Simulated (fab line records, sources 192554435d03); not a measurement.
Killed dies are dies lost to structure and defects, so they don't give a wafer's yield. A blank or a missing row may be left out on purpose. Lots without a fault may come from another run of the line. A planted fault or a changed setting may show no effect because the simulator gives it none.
Chamber matching | flow n5_finfet | N5_BEOL_M0_CMP_120 on cmp-03: 4 sister chambers
The step polishes, stops on SiOC, t overpolish 6.9 s. 22 wafers are shown with their chamber, then 11 later ones without.

WAFERS WITH THEIR CHAMBER
wafer  | chamber | motor_current_A (A) | time_to_endpoint_s (s) | clearing_platen_rpm (rpm)
L074.1 | 3       | 6.7                 | 63                     | 50.052
L074.2 | 0       | 6.9                 | 62                     | 49.971
L074.3 | 2       | 6.4                 | 64                     | 49.995
L075.1 | 3       | 6.7                 | 65                     | 49.969
L075.4 | 2       | 6.0                 | 66                     | 49.990
L075.6 | 3       | 6.7                 | 61                     | 50.028
L078.2 | 2       | 6.1                 | 59                     | 49.983
L078.4 | 0       | 7.4                 | 63                     | 49.991
L078.5 | 1       | 5.8                 | 62                     | 50.027
L079.1 | 3       | 6.7                 | 58                     | 50.064
L079.2 | 1       | 5.8                 | 57                     | 49.954
L079.3 | 0       | 7.3                 | 60                     | 49.988
L081.2 | 1       | 5.7                 | 59                     | 50.010
L081.3 | 0       | 6.7                 | 63                     | 49.955
L081.5 | 1       | 5.7                 | 60                     | 50.043
L083.1 | 3       | 7.0                 | 64                     | 49.980
L083.3 | 0       | 7.2                 | 60                     | 50.015
L083.4 | 1       | 5.5                 | 56                     | 50.031
L085.1 | 1       | 5.7                 | 59                     | 50.027
L085.2 | 2       | 6.2                 | 65                     | 49.978
L085.3 | 3       | 6.7                 | 69                     | 50.006
L087.2 | 3       | 6.4                 | 61                     | 49.963

SIGNATURES (means of the wafers above)
reading             | chamber 0 | chamber 1 | chamber 2 | chamber 3 | scatter within a chamber
motor_current_A     | 7.100     | 5.700     | 6.175     | 6.700     | 0.193
time_to_endpoint_s  | 61.60     | 58.83     | 63.50     | 63.00     | 2.74
clearing_platen_rpm | 49.98400  | 50.01533  | 49.98650  | 50.00886  | 0.0308
Rule: a wafer's distance from a chamber is the root of the sum, over the readings, of the square of ((its reading less the chamber's mean) divided by the reading's scatter). The wafer belongs to the nearest chamber; if the next one is less than 2 further off, it can't be placed. The scatter: the root of (the sum of the squares of (reading less its chamber's mean) over the shown wafers, divided by (wafers less chambers)).

WAFERS WITHOUT THEIR CHAMBER
wafer  | motor_current_A (A) | time_to_endpoint_s (s) | clearing_platen_rpm (rpm)
L087.3 | 5.5                 | 58                     | 49.968
L087.4 | 6.0                 | 63                     | 49.980
L088.3 | 5.9                 | 65                     | 50.010
L088.4 | 6.3                 | 61                     | 50.024
L088.5 | 5.9                 | 57                     | 50.011
L094.2 | 7.5                 | 69                     | 50.035
L094.3 | 6.4                 | 70                     | 50.003
L094.5 | 6.2                 | 69                     | 50.003
L097.2 | 6.1                 | 66                     | 50.011
L097.5 | 6.3                 | 63                     | 49.998
L097.6 | 6.1                 | 66                     | 49.988

WHICH CHAMBER EACH WENT THROUGH
wafer  | from the rows above          | in truth
L087.3 | 1                            | 1
L087.4 | can't be placed: 2 or 1      | 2
L088.3 | can't be placed: 2 or 1      | 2
L088.4 | can't be placed: 2 or 3 or 1 | 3
L088.5 | can't be placed: 1 or 2      | 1
L094.2 | can't be placed: 0 or 3      | 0
L094.3 | can't be placed: 2 or 3      | 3
L094.5 | can't be placed: 2 or 3      | 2
L097.2 | 2                            | 2
L097.5 | can't be placed: 2 or 3      | 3
L097.6 | 2                            | 2
Placed correctly: 3 of 11. Can't be placed from these rows: 8 (the true chamber is among the candidates in 8). Placed wrongly: 0.
